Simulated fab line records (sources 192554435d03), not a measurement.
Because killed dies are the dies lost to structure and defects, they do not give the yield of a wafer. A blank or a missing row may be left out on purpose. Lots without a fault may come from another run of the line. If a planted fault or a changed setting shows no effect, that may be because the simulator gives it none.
Split-lot experiment	flow n5_finfet	21 wafers read from 7 lots, route of 1938 steps

== THE SPLIT ITSELF ==
At N5_BEOL_M5_EXPOSE_25 (exposes mask V4, defocus 10 nm), the setting dose_mj was moved away from the recipe's 52.75 on 4 of the 21 wafers read, by -5.3% to +3.0%. For the rest of the wafers, this setting stayed at what the recipe calls for.

== FROM THE SPLIT TO THE READING: what the file shows between them, 2 steps ==
- N5_BEOL_M5_PEB_26: peb time 60 s
- N5_BEOL_M5_DEVELOP_27: develop time 30 s

== THE READING ==
cd_nm, in nm, at N5_BEOL_M5_CD_MEAS_28 (target cd 30.6 nm, target cd y 20 nm). A value of 30.50 nm with a standard deviation of 0.26 nm is what fault-free wafers of this fab line usually give.

wafer	tool, chamber at the split	dose_mj as run	against the recipe	cd_nm, nm	against lot-mates on the recipe
L074.1	euv_scanner-02, 0	49.97	-5.3%	29.38	-1.60
L074.3	euv_scanner-02, 0	49.97	-5.3%	29.30	-1.68
L074.6	euv_scanner-02, 0	52.75	recipe	30.98	-
L080.1	euv_scanner-01, 0	52.75	recipe	30.26	-
L080.2	euv_scanner-01, 0	50.95	-3.4%	29.88	-0.45
L080.6	euv_scanner-01, 0	52.75	recipe	30.40	-
L087.2	euv_scanner-01, 0	54.33	+3.0%	30.96	+0.37
L087.4	euv_scanner-01, 0	52.75	recipe	30.56	-
L087.5	euv_scanner-01, 0	52.75	recipe	30.62	-
L090.1	euv_scanner-02, 0	52.75	recipe	30.21	-
L090.3	euv_scanner-02, 0	52.75	recipe	30.56	-
L090.6	euv_scanner-02, 0	52.75	recipe	30.08	-
L088.2	euv_scanner-02, 0	52.75	recipe	30.33	-
L088.5	euv_scanner-02, 0	52.75	recipe	30.32	-
L088.6	euv_scanner-02, 0	52.75	recipe	30.37	-
L095.3	euv_scanner-02, 0	52.75	recipe	30.62	-
L095.4	euv_scanner-02, 0	52.75	recipe	30.43	-
L095.6	euv_scanner-02, 0	52.75	recipe	30.44	-
L093.1	euv_scanner-02, 0	52.75	recipe	30.66	-
L093.4	euv_scanner-02, 0	52.75	recipe	30.16	-
L093.6	euv_scanner-02, 0	52.75	recipe	30.25	-

FIT RESULTS
A straight line over all 21 wafers: cd_nm changes by +0.196 nm for each +1% of dose_mj; r = +0.88; the points scatter about the line by 0.21 nm.
The same after taking each lot's own level away (the mean of its wafers on the recipe; 21 wafers): +0.258 nm for each +1%; r = +0.92; scatter 0.2 nm.
Per that fit: largest dose_mj move, reading shift of 1.4 nm.
From 30.283 to 30.980 nm: that is the span of the lots' own levels, equal to 2.7 times the standard deviation above.
So the lot-to-lot level changes the slope: the two fits differ.
Check: for one of the wafers moved furthest among these (-5.3%), held out of the fit, the line's prediction against its lot-mates is -1.26 nm. It came out at -1.6 nm against them.

== THE WHOLE CHAIN: every reading that the file lists as answering this split, in the file's order ==
step	what it does	reading	change (the file's fit)	r (the file's)
N5_BEOL_M5_CD_MEAS_28	target cd 30.6 nm, target cd y 20 nm	cd_nm	+0.233 nm for each +1% of the setting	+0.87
N5_BEOL_M5_ETCH_75	etches underlayer in N2/H2, target depth 6.5 nm, time 5.2 s	BEOL_M5.cd_nm (the simulator's own value, which no gauge read)	+0.289 nm for each +1% of the setting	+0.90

== FILE'S OWN FIT ==
cd_nm changes by +0.233 nm for each +1% of dose_mj, r = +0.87.
